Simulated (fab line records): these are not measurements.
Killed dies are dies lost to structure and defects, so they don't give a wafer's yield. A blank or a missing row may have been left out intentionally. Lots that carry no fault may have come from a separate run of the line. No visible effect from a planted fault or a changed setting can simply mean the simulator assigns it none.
Matching of chambers    flow nand harc    NHARC_P_GATE_STRIP_101 on rie diel-08 has 4 sister chambers
The step strips in O2, time 20 s. 16 wafers are shown with their chamber, then 8 later ones without.

WAFERS WITH THEIR CHAMBER
wafer   chamber  showerhead plenum p Torr (Torr)  drypump motor current A (A)  oes product au (a.u.)
L074.1  0        3.63                             5.1                          1.010
L074.3  2        3.57                             5.2                          1.004
L074.6  1        3.57                             6.3                          0.985
L076.2  1        3.57                             6.3                          0.984
L076.3  0        3.63                             5.1                          1.010
L076.5  3        3.75                             5.4                          1.020
L081.2  3        3.74                             5.4                          1.013
L081.4  1        3.56                             6.3                          0.998
L081.5  0        3.63                             5.2                          0.995
L082.2  0        3.63                             5.1                          0.989
L082.4  1        3.56                             6.4                          0.993
L082.6  3        3.74                             5.4                          1.023
L084.3  0        3.63                             5.1                          0.971
L084.5  1        3.56                             6.4                          0.988
L084.6  0        3.62                             5.1                          0.962
L089.3  2        3.57                             5.3                          1.030

SIGNATURES (averages over the wafers above)
reading                   chamber 0  chamber 1  chamber 2  chamber 3  scatter within a chamber
showerhead plenum p Torr  3.6283     3.5640     3.5700     3.7433     0.00474
drypump motor current A   5.117      6.340      5.250      5.400      0.0459
oes product au            0.98950    0.98960    1.01700    1.01867    0.0144
Rule: for a wafer and a chamber, the distance is found by dividing, reading by reading, the gap between the wafer's reading and the chamber's mean by the reading's scatter, squaring, summing and taking the root. The wafer belongs to the nearest chamber; if the next one is less than 2 further off, it can't be placed. The scatter is the square root of a quotient: the sum, over the shown wafers, of each reading's squared deviation from its chamber's mean, divided by wafers minus chambers.

WAFERS WHOSE CHAMBER IS MISSING
wafer   showerhead plenum p Torr (Torr)  drypump motor current A (A)  oes product au (a.u.)
L089.5  3.56                             6.3                          0.992
L089.6  3.57                             5.2                          1.036
L090.2  3.56                             6.3                          0.999
L090.3  3.62                             5.1                          0.958
L090.4  3.57                             5.2                          1.030
L092.3  3.62                             5.1                          0.976
L092.5  3.56                             6.4                          1.002
L092.6  3.62                             5.1                          0.979

EACH ONE'S CHAMBER
wafer   from the rows above  in truth
L089.5  1                    1
L089.6  2                    2
L090.2  1                    1
L090.3  0                    0
L090.4  2                    2
L092.3  0                    0
L092.5  1                    1
L092.6  0                    0
Placed correctly: 8 of 8. From these rows, 0 cannot be placed. Placed wrongly: 0.
